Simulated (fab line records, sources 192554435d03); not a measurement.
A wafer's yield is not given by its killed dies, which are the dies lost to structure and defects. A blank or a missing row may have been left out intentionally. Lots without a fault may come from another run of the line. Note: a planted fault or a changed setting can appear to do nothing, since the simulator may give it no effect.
Chamber matching + flow n5-finfet + cmp-03 running N5_GATE_CUT_CMP_43: 4 sister chambers
The step polishes SiO2. 4 wafers are shown with their chamber, then 10 later ones without.

== WAFERS PAIRED WITH THEIR CHAMBERS ==
| wafer  | chamber | motor-current-A (A) |
|--------|---------|---------------------|
| L077.4 | 0       | 10.6                |
| L083.4 | 1       | 11.5                |
| L083.5 | 3       | 12.0                |
| L086.5 | 2       | 11.4                |

== WAFERS MISSING THEIR CHAMBER ==
| wafer  | motor-current-A (A) |
|--------|---------------------|
| L086.6 | 12.4                |
| L089.3 | 11.3                |
| L089.4 | 11.0                |
| L089.6 | 12.0                |
| L091.3 | 12.3                |
| L091.5 | 11.6                |
| L091.6 | 12.0                |
| L093.3 | 11.1                |
| L093.4 | 10.9                |
| L093.6 | 12.8                |

== EACH ONE'S CHAMBER ==
| wafer  | from the rows above               | in truth |
|--------|-----------------------------------|----------|
| L086.6 | can't be placed: 3 or 1 or 2      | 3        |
| L089.3 | can't be placed: 2 or 1 or 3 or 0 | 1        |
| L089.4 | can't be placed: 0 or 2 or 1 or 3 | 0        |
| L089.6 | can't be placed: 3 or 1 or 2      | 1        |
| L091.3 | can't be placed: 3 or 1 or 2      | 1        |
| L091.5 | can't be placed: 1 or 2 or 3      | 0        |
| L091.6 | can't be placed: 3 or 1 or 2      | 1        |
| L093.3 | can't be placed: 2 or 1 or 0 or 3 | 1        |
| L093.4 | can't be placed: 0 or 2 or 1      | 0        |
| L093.6 | can't be placed: 3 or 1 or 2      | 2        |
Correctly placed: 0 of 10. From these rows, 10 cannot be placed; in 9 the true chamber is one of the candidates. 0 placed wrongly.
How it was worked out, from the rows above alone: a wafer's distance from a chamber is the root of the sum, over the readings, of the square of ((its reading less the chamber's mean) divided by the reading's scatter). If the next closest chamber is less than 2 further off than the closest, the wafer can't be placed; otherwise it belongs to the closest. The mean given for a chamber averages the wafers shown for that chamber. The scatter: with one shown wafer a chamber, the root of the mean of the squares of how far each hidden wafer lies from its nearest shown one.
